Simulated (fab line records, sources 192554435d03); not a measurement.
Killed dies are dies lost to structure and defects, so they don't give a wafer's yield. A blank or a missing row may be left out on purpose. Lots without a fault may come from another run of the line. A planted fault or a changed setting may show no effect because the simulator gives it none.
Chamber matching | flow n5_finfet | N5_MOL_CONTACT_COAG_CMP_28 on cmp-04: 4 sister chambers
The step polishes, stops on SiNx, t overpolish 0.85 s, target thk 14.522 nm. 8 wafers are shown with their chamber, then 7 later ones without.

WAFERS WITH THEIR CHAMBER
wafer  | chamber | motor_current_A (A) | time_to_endpoint_s (s)
L075.1 | 2       | 12.6                | 3.7
L077.1 | 2       | 12.2                | 5.3
L078.4 | 0       | 10.5                | 4.8
L081.2 | 0       | 10.7                | 2.5
L081.4 | 1       | 11.6                | 1.8
L083.2 | 3       | 13.7                | 1.8
L084.3 | 1       | 12.5                | 6.2
L084.4 | 3       | 13.9                | 1.6

WAFERS WITHOUT THEIR CHAMBER
wafer  | motor_current_A (A) | time_to_endpoint_s (s)
L085.2 | 12.4                | 0.1
L085.4 | 13.9                | 1.0
L093.1 | 12.4                | 3.8
L093.3 | 10.4                | 1.9
L093.4 | 14.0                | 0.3
L095.2 | 10.1                | 3.8
L097.4 | 11.0                | 2.3

WHICH CHAMBER EACH WENT THROUGH
wafer  | from the rows above          | in truth
L085.2 | can't be placed: 1 or 2 or 3 | 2
L085.4 | 3                            | 3
L093.1 | can't be placed: 2 or 1      | 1
L093.3 | 0                            | 0
L093.4 | 3                            | 3
L095.2 | 0                            | 0
L097.4 | can't be placed: 0 or 1      | 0
Placed correctly: 4 of 7. Can't be placed from these rows: 3 (the true chamber is among the candidates in 3). Placed wrongly: 0.
How it was worked out, from the rows above alone: a wafer's distance from a chamber is the root of the sum, over the readings, of the square of ((its reading less the chamber's mean) divided by the reading's scatter). The wafer belongs to the nearest chamber; if the next one is less than 2 further off, it can't be placed. A chamber's mean is the mean of its shown wafers. The scatter: the root of (the sum of the squares of (reading less its chamber's mean) over the shown wafers, divided by (wafers less chambers)).
